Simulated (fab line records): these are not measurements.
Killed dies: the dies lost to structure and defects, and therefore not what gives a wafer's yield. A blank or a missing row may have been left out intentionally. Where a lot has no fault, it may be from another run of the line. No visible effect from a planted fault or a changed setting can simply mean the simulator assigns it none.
Comparing a struck lot with a sound one / flow n5 finfet / 15 steps out of a route of 1938
Sound: the wafers L105.1, L105.2, L105.5. Wafers struck: L110.3, L110.4, L110.6. At the end, the cause is stated.
Each step with rows lists, per side, the tool, then ch with its chambers, then its first start. Under that, the readings that differ: sound wafers / struck wafers / difference of the means / sigmas: that difference in standard deviations of wafers without a fault.
alike: readings whose means differ by less than 2 such deviations, and words and numbers that are the same on both sides. not compared: withheld readings, readings that some wafer has no value for, bounds like >300 that may hide the same value, and numbers for which the record gives no deviation and whose values overlap.
A row with sigmas, a row that says differs or no value, or rows on one side alone: a step with any of these is where the two part. Non-overlapping numbers with no deviation appear without sigmas and do not part them. Lack of a reading on every wafer of one side parts them only where that side has two or more wafers.

N5_BEOL_M11_VIA_ETCH_34: etches SiCOH lowk in C4F6/O2, target depth 184.5 nm, time 69.2 s.
  sound on rie diel-01 ch 0,2,3, day 13 20:24; struck on rie diel-06 ch 0,1,2, day 15 05:34
  alike: drypump motor current A, mfc ar sccm, oes product au, rf fwd power W, rf vpp V, showerhead plenum p Torr, throttle valve pct
  not compared: rf hours counter h
then, 1 step without rows for these wafers: N5_BEOL_M11_STRIP_73 (strips in C4F6/O2).
N5_BEOL_M11_STRIP_36: strips in N2/H2.
  sound on rie diel-01 ch 0,2,3, day 13 20:28; struck on rie diel-06 ch 0,1,2, day 15 05:37
  alike: drypump motor current A, oes product au, rf vpp V, showerhead plenum p Torr, throttle valve pct
  not compared: rf hours counter h
N5_BEOL_M11_TRENCH_ETCH_37: etches SiCOH lowk in C4F6/O2, target depth 148.83 nm, time 48 s.
  sound on rie diel-01 ch 0,2,3; struck on rie diel-06 ch 0,1,2
  alike: drypump motor current A, mfc ar sccm, oes product au, rf fwd power W, rf vpp V, showerhead plenum p Torr, throttle valve pct
  not compared: rf hours counter h
N5_BEOL_M11_ETCH_41: etches SiCN in CH3F/O2, target depth 42.6 nm, time 86 s.
  sound on rie diel-01 ch 0,2,3; struck on rie diel-06 ch 0,1,2
  alike: drypump motor current A, mfc ar sccm, oes product au, rf fwd power W, rf vpp V, showerhead plenum p Torr, throttle valve pct
  not compared: rf hours counter h
N5_BEOL_M11_STRIP_77: strips in N2/H2, time 10 s.
  sound on rie diel-01 ch 0,2,3; struck on rie diel-06 ch 0,1,2
  alike: drypump motor current A, oes product au, rf vpp V, showerhead plenum p Torr, throttle valve pct
  not compared: rf hours counter h
N5_BEOL_M11_OCD_MEAS_38:
  struck on ocd-01, day 15 05:50; sound on ocd-01, day 13 20:41
  alike: trench depth nm
then, 4 steps without rows for these wafers: N5_BEOL_M11_HM_STRIP_39 (strips TiN in peroxide tin strip, target depth 25 nm, time 158 s); N5_BEOL_M11_SRD_40 (time 30 s); N5_BEOL_M11_PRECLEAN_42 (cleans in residue remover, time 60 s); N5_BEOL_M11_SRD_43 (time 30 s).
N5_BEOL_M11_CD_MEAS_35: the cd target is 70 nm.
  struck on cd sem-03, day 15 06:00; sound on cd sem-02, day 13 20:50
  alike: cd nm
N5_BEOL_M11_CURE_72: cures SiCOH lowk, time 120 s.
  sound on uv cure-02 ch 0, day 13 20:53; struck on uv cure-02 ch 1, day 15 06:08
  no value came back on the struck wafers for lamp power pct (%), run length s (s), wafer_temp_C_max; on the sound wafers lamp power pct (%) reads 52.23 52.33 52.31
then, 1 step without rows for these wafers: N5_BEOL_M11_DEGAS_44 (time 60 s).
N5_PASSIVATION_PROBE_49:
  the record has rows for the sound wafers here (prober-01, day 15 20:36) and none for the struck ones

WHERE THEY PART
First at N5_BEOL_M11_CURE_72; last, within this record, at N5_PASSIVATION_PROBE_49.

WHY: what the simulator had put in
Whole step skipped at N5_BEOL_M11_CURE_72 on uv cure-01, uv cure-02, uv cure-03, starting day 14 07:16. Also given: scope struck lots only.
